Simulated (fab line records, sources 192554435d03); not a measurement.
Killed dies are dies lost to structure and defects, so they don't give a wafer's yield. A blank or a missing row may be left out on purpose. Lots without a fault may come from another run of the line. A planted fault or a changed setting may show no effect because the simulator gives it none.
Problem report in the 8D (eight disciplines) form, filled by code | flow n5_finfet | the parts of the form that need people (team, actions taken, sign-off) are left out

1. THE PROBLEM
killed_at_front_end at N5_PASSIVATION_PROBE_49 reads a mean of 160 on 3 wafers of 2 lots; wafers without a fault read 41 with a standard deviation of 12. That is +9.9 standard deviations from the usual mean.
First seen on wafer L177.2, day 19 04:53, on prober-02. The record holds 27 wafers of 9 lots with a number at this step. Rule for "out", or "out of limits": more than 4 standard deviations from the usual mean. The other wafers with a number count as sound.

2. WHAT IT IS AND WHAT IT IS NOT
question                    | is                                                                                                       | is not
which readings at this step | killed_at_front_end, defect_limited_yield, killed_dies, sort_bin_5_function, sort_n_pass, sort_yield_pct | killed_at_M0_to_M3, killed_at_M4_up, killed_at_contacts, killed_open, killed_short, sort_bin_8_speed
which lots                  | L175, L177                                                                                               | L159, L164, L166, L167, L169, L178, L180
which wafers of those lots  | L175.4, L177.2, L177.6                                                                                   | L175.2, L175.6, L177.4
read on which tools         | prober-02                                                                                                | prober-01
when                        | from day 19 04:53                                                                                        | up to then (18 sound wafers); but 6 sound wafers of L175, L177, L180 came after

3. SUSPECTS, AND WHAT RULES EACH OUT
Counting: a tool at a process step up to the reading stays a suspect if it ran every lot that is out. Sound lots after the first of them don't rule it out here, since some wafers of a struck lot are sound.
- ald_metal-03 at N5_HKMG_FIN_ALD_21 (deposits TiN, target thk 1.5 nm, pulse time 1 s, purge time 3 s): kept. It ran every lot that is out, first L175 (day 8 08:36); its last sound lot up to then is L169 (day 6 22:13).
- prober-02 at N5_PASSIVATION_PROBE_49: kept. It ran every lot that is out, first L177 (day 19 04:53); its last sound lot up to then is L169 (day 16 23:12). Its own readings are out on those wafers: defect_limited_yield, killed_at_front_end, killed_dies, sort_bin_5_function, sort_n_pass, sort_yield_pct.
- Within ald_metal-03 at N5_HKMG_FIN_ALD_21: the wafers that are out ran in chamber 0; their sound lot-mates ran in chambers 1, 2.
Left after counting: ald_metal-03 at N5_HKMG_FIN_ALD_21, prober-02 at N5_PASSIVATION_PROBE_49.

4. THE CAUSE (what the simulator had put in)
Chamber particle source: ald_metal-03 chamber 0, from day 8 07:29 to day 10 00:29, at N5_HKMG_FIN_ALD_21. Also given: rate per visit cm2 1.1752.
Counting left 2 suspects, and this tool is among them.

5. THE CHAIN OF EFFECTS, in route order
Each row: a reading whose mean over the struck wafers that have a number lies more than 3 standard deviations from the usual. Only readings for which the record gives a usual standard deviation are gone through. hours: the time from each lot's start at the first step in this table that gives one to its start at this step, as a median over the lots. sigmas: the change in usual standard deviations.
hours | step                    | reading              | usual  | on struck wafers | change | sigmas
0     | N5_PASSIVATION_PROBE_49 | defect_limited_yield | 91.1 % | 81.6             | -9.5   | -6.8
0     | N5_PASSIVATION_PROBE_49 | killed_at_front_end  | 41     | 160              | +119   | +9.9
0     | N5_PASSIVATION_PROBE_49 | killed_dies          | 105    | 217              | +112   | +6.6
0     | N5_PASSIVATION_PROBE_49 | sort_bin_5_function  | 5.3 %  | 11.6             | +6.3   | +6.4
0     | N5_PASSIVATION_PROBE_49 | sort_n_pass          | 1075   | 963              | -112   | -6.6
0     | N5_PASSIVATION_PROBE_49 | sort_yield_pct       | 91.1 % | 81.6             | -9.5   | -6.8
The process steps in it:
- N5_PASSIVATION_PROBE_49

6. WHAT WOULD HAVE CAUGHT IT SOONER
In this record the first reading out of limits was taken at day 19 04:53, 261 hours after the fault began at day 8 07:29.
Of the tool readings at N5_HKMG_FIN_ALD_21 for which the record gives a usual standard deviation, none was out on any struck wafer, so an alarm limit of 4 standard deviations on them would not have fired.
All the lots that are out (2) had begun N5_HKMG_FIN_ALD_21 on ald_metal-03 by day 19 04:53. A hold on the tool at that time would have spared none of them.
